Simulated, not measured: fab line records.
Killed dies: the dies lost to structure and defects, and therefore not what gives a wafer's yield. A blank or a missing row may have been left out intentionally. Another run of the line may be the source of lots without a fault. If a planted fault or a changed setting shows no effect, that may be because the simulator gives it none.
Struck lot and sound lot, side by side ; flow nand_harc ; 17 steps out of a route of 1302
Sound: the wafers L122.1, L122.3, L122.5. Wafers struck: L118.3, L118.4, L118.5. The cause is named last.
Each step with rows lists, per side, the tool, then ch with its chambers, then its first start. Under that, the readings that differ: sound wafers ; struck wafers ; difference of the means ; sigmas: that difference in standard deviations of wafers without a fault.
alike: a reading whose means differ by less than 2 such deviations, as well as words and numbers matching on both sides. not compared: withheld readings; readings where some wafer has no value; bounds like >300 that might hide an equal value; numbers whose values overlap and for which the record gives no deviation.
A row with sigmas, a row that says differs or no value, or rows on one side alone: a step with any of these is where the two part. Numbers that have no deviation but don't overlap get no sigmas and don't part them. A reading that every wafer of one side lacks parts them only if that side has two wafers or more.

NHARC_P_M1_INSPECT_11:
  sound on defect_inspect-02, day 12 20:08; struck on defect_inspect-01, day 10 17:24
  alike: raw_defect_count
NHARC_P_M1_DESCUM_14: chemistry O2, time 3 s.
  sound on rie_diel-07 ch 0,1, day 12 20:12; struck on rie_diel-11 ch 0,1,2, day 10 17:29
  alike: chamber_pressure_mTorr, drypump_motor_current_A, oes_product_au, rf_vpp_V, showerhead_plenum_p_Torr, throttle_valve_pct
  not compared: rf_hours_counter_h
then, 1 step without rows for these wafers: NHARC_P_M1_ETCH_35 (etches the open film in N2/H2, target depth 40 nm, overetch 12 nm, time 43.94 s).
NHARC_P_M1_ETCH_15: etches the open film in C4F8/Ar, target depth 182.5 nm, time 91.2 s.
  sound on rie_diel-07 ch 0,1; struck on rie_diel-11 ch 0,1,2
  alike: chamber_pressure_mTorr, oes_product_au, rf_vpp_V
  not compared: rf_hours_counter_h
NHARC_P_M1_CD_MEAS_16:
  sound on cd_sem-01, day 12 20:32; struck on cd_sem-01, day 10 17:46
  alike: cd_nm
NHARC_P_M1_STRIP_18: strips in N2/H2.
  sound on rie_diel-06 ch 2,3, day 12 20:38; struck on rie_diel-07 ch 1,2, day 10 17:50
reading;sound;struck;difference;sigmas
drypump_motor_current_A (A);6.6 5.8 6.6;4.8 5.3 4.8;-1.4;-3
oes_product_au (a.u.);0.984 1.006 0.991;1.028 1.022 1.015;+0.028;+3
  alike: chamber_pressure_mTorr, rf_vpp_V, showerhead_plenum_p_Torr, throttle_valve_pct
  not compared: rf_hours_counter_h
then, 4 steps without rows for these wafers: NHARC_P_M1_ETCH_28 (etches the open film in CF4/N2, target depth 30 nm, time 72.99 s); NHARC_P_M1_STRIP_19 (strips in post etch residue remover, time 600 s); NHARC_P_M1_DEGAS_29 (time 60 s); NHARC_P_M1_PRE_CLEAN_30 (time 30 s).
NHARC_P_M1_PVD_20: deposits TaN, target thk 5 nm, time 8.06 s.
  sound on pvd_sputter-01; struck on pvd_sputter-03
  alike: throttle_valve_pct
NHARC_P_M1_PVD_21: deposits Cu, target thk 30 nm, time 20.49 s.
  sound on pvd_sputter-01; struck on pvd_sputter-03
  alike: throttle_valve_pct
NHARC_P_M1_ECD_22: material Cu, target thk 400 nm.
  sound on ecd_cu-02 ch 0,1, day 12 21:37; struck on ecd_cu-01 ch 0,1, day 10 18:56
then, 1 step without rows for these wafers: NHARC_P_M1_ANNEAL_31 (time 90 s).
NHARC_P_M1_CMP_23: polishes, t overpolish 20 s, target thk 157.82 nm.
  sound on cmp-03 ch 1,2,3, day 12 22:22; struck on cmp-03 ch 1,2,3, day 10 19:34
reading;sound;struck;difference;sigmas
time_to_endpoint_s (s);26.4 25.0 26.5;13.4 14.0 12.3;-12.7;-5
  alike: motor_current_A, slurry_flow_ml_min
NHARC_P_M1_THK_MEAS_24: measures by xrf.
  sound on film_metro-01, day 12 22:40; struck on film_metro-01, day 10 19:53
  alike: thk_nm
then, 1 step without rows for these wafers: NHARC_END_SORT_01.

## WHERE THEY PART
Earliest at NHARC_P_M1_STRIP_18; latest, in this record, at NHARC_P_M1_CMP_23. Later steps at which nothing parts them and some readings are alike: NHARC_P_M1_THK_MEAS_24.

WHY: what had been put in by the simulator
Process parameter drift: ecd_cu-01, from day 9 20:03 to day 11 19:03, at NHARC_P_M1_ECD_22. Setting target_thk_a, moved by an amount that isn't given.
